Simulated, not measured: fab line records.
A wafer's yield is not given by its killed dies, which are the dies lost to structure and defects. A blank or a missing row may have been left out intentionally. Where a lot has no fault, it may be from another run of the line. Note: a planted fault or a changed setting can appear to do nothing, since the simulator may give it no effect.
Struck lot and sound lot, side by side | flow n5-finfet | 33 out of 1938 route steps
Sound: these wafers, L299.2, L299.3, L299.5. The struck wafers were L309.2, L309.3, L309.5. At the end, the cause is stated.
Per side, at each step with rows, come the tool, then ch with its chambers, and then its first start. Under that, the readings that differ: sound wafers | struck wafers | difference of the means | sigmas: that difference in standard deviations of wafers without a fault.
alike: words and numbers the same on both sides, and readings whose means are apart by under 2 such deviations; not compared: readings that were withheld, readings missing a value for some wafer, numbers with overlapping values and no deviation given by the record, and bounds like >300 which may hide the same value.
The two part at a step that has a row with sigmas, a row that says differs or no value, or rows on one side only. Numbers that don't overlap but have no deviation are shown without sigmas and don't part them. A reading missing from all wafers of one side parts the sides only when that side holds two or more wafers.

first, 10 steps without rows for these wafers: N5_SD_EPI_P_SRD_20 (time 30 s); N5_SD_EPI_P_PRECLEAN_51 (cleans in NF3:NH3, afs cycles 1, time 20 s, sublimation time 60 s); N5_SD_EPI_P_VAPOR_ETCH_44 (etches SiGe30 in NF3/Ar, time 3.3 s); N5_SD_EPI_P_EPI_21 (deposits SiGe:B, time 355 s); N5_SD_EPI_P_HM_STRIP_48 (strips SiNx in H3PO4, material SiNx, target depth 3 nm); N5_SD_EPI_P_SRD_49 (time 30 s); N5_SD_EPI_P_PRECLEAN_24 (cleans in O3/DIW, time 45 s); N5_SD_EPI_P_PRECLEAN_32 (cleans in dHF, time 10 s); N5_SD_EPI_P_PRECLEAN_33 (cleans in SC2, time 45 s); N5_SD_EPI_P_SRD_25 (time 30 s).
N5_SD_ACTIVATION_RTA_00: time 0 s.
  sound on rtp-anneal-01 ch 0, day 5 02:58; struck on rtp-anneal-02, day 7 19:16
  no value came back on the struck wafers for lamp-power-pct (%), lamp_zone_1_pct (%), wafer_temp_C_max; on the sound wafers lamp-power-pct (%) reads 8.98 8.94 8.97
then, 1 step without rows for these wafers: N5_SD_ACTIVATION_LSA_01 (time 0.0008 s).
N5_SD_ACTIVATION_RS_MEAS_03: the measuring method here is four-point-probe.
  struck on film-metro-02, day 7 19:40; sound on film-metro-02, day 5 03:21
  reading          | sound             | struck            | difference | sigmas
  RS_SD_N (ohm/sq) | 21.61 21.86 22.16 | 24.49 24.47 24.66 | +2.66      | +11
  RS_SD_P (ohm/sq) | 57.3 57.3 57.5    | 62.4 62.2 61.6    | +4.7       | +5
then, 18 steps without rows for these wafers: N5_ILD0_LINER_00 (material SiNx, target thk 4 nm, pulse time 1 s, purge time 2 s); N5_ILD0_FCVD_FILL_01 (material SiO2 flowable, target thk 200 nm, time 328.3 s); N5_ILD0_CURE_02 (time 1800 s); N5_ILD0_CMP_03 (polishes, stops on SiNx, t overpolish 1.9 s, target thk 197.38 nm); N5_ILD0_CMP_07 (polishes SiO2 flowable, stops on poly-Si, t overpolish 1.18 s, target thk 138.88 nm); N5_ILD0_PRECLEAN_10 (cleans in NF3:NH3, afs cycles 5, time 20 s, sublimation time 60 s); N5_ILD0_ALD_15 (deposits SiNx, target thk 24 nm, pulse time 1 s, ald cycles 480); N5_ILD0_CMP_12 (polishes SiNx, stops on poly-Si, t overpolish 6 s, target thk 17.67 nm); N5_SDB_HM_DEP_00 (deposits SiNx from SiH4/NH3/N2, target thk 40 nm, time 35.3 s); N5_SDB_COAT_03 (time 60 s, resist thk 100 nm); N5_SDB_COAT_04 (time 60 s, resist thk 18 nm); N5_SDB_COAT_05 (resist thk 90 nm); N5_SDB_EBR_07; N5_SDB_SOFTBAKE_06 (time 60 s); N5_SDB_EXPOSE_08 (exposes mask SDB); N5_SDB_PEB_09 (peb time 60 s); N5_SDB_DEVELOP_10 (develop time 30 s); N5_SDB_DESCUM_16 (chemistry O2, time 7.9 s).
-- the record jumps here: 6 days lie between the struck wafers' starts before and after (it left off in module SDB and takes up again in module BEOL_M4, whose first step shown is number 1111 of the route) --
N5_BEOL_M4_RC_MEAS_101:
  sound on prober-02 ch 0, day 10 19:51; struck on prober-01 ch 0, day 13 14:49
  reading             | sound              | struck               | difference | sigmas
  DIBL_N (mV/V)       | 37.9 34.0 38.6     | 25.5 27.7 25.7       | -10.5      | -5
  DIBL_P (mV/V)       | 39.0 33.4 39.8     | 27.9 30.2 28.1       | -8.7       | -4
  IOFF_N (nA/um)      | 0.19 0.13 0.23     | 0.04 0.05 0.04       | -0.14      | -4
  IOFF_N_85C (nA/um)  | 3.8 2.6 4.2        | 1.0 1.2 1.0          | -2.5       | -4
  IOFF_N_LIN (nA/um)  | 0.088 0.065 0.102  | 0.025 0.030 0.026    | -0.058     | -4
  IOFF_P (nA/um)      | 0.27 0.17 0.29     | 0.09 0.11 0.09       | -0.15      | -4
  IOFF_P_LIN (nA/um)  | 0.121 0.090 0.133  | 0.054 0.059 0.052    | -0.060     | -5
  ION_N (uA/um)       | 677 679 692        | 564 575 557          | -117       | -9
  ION_P (uA/um)       | 463 462 477        | 421 420 418          | -48        | -7
  RC_DENSE_N (ohm.um) | 18.7 18.0 19.1     | 20.8 21.8 21.5       | +2.8       | +5
  RC_N (ohm.um)       | 15.3 14.6 15.5     | 16.8 17.9 17.6       | +2.3       | +6
  REXT_N (ohm.um)     | 75.2 74.7 74.7     | 114.7 115.4 115.8    | +40.4      | +25
  REXT_P (ohm.um)     | 103.2 102.0 102.9  | 127.8 129.4 130.2    | +26.4      | +10
  RS_SD_N (ohm/sq)    | 28.4 28.6 29.0     | 31.1 31.4 31.3       | +2.6       | +8
  RS_SD_P (ohm/sq)    | 67.1 67.4 67.0     | 72.2 71.3 71.6       | +4.5       | +5
  SS_N (mV/dec)       | 71.8 69.7 71.1     | 68.5 69.3 68.5       | -2.1       | -3
  VT_N (mV)           | 246 249 241        | 268 266 268          | +22        | +6
  VT_N_LVT (mV)       | 96 99 93           | 120 117 120          | +23        | +6
  VT_P (mV)           | -249 -250 -245     | -264 -261 -262       | -14        | -5
  VT_P_LVT (mV)       | -96.1 -101.5 -93.9 | -112.7 -111.2 -112.7 | -15.0      | -6
  alike: SS_P
-- the record jumps here: 4 days lie between the struck wafers' starts before and after (it left off in module BEOL_M4 and takes up again in module PASSIVATION, whose first step shown is number 1936 of the route) --
N5_PASSIVATION_PROBE_49:
  rows exist in the record for the struck wafers here (prober-01, day 17 23:56), but not for the sound ones

WHERE THEY PART
Last at N5_PASSIVATION_PROBE_49 as far as this record goes, first at N5_SD_ACTIVATION_RTA_00.

WHY: whatever the simulator had introduced
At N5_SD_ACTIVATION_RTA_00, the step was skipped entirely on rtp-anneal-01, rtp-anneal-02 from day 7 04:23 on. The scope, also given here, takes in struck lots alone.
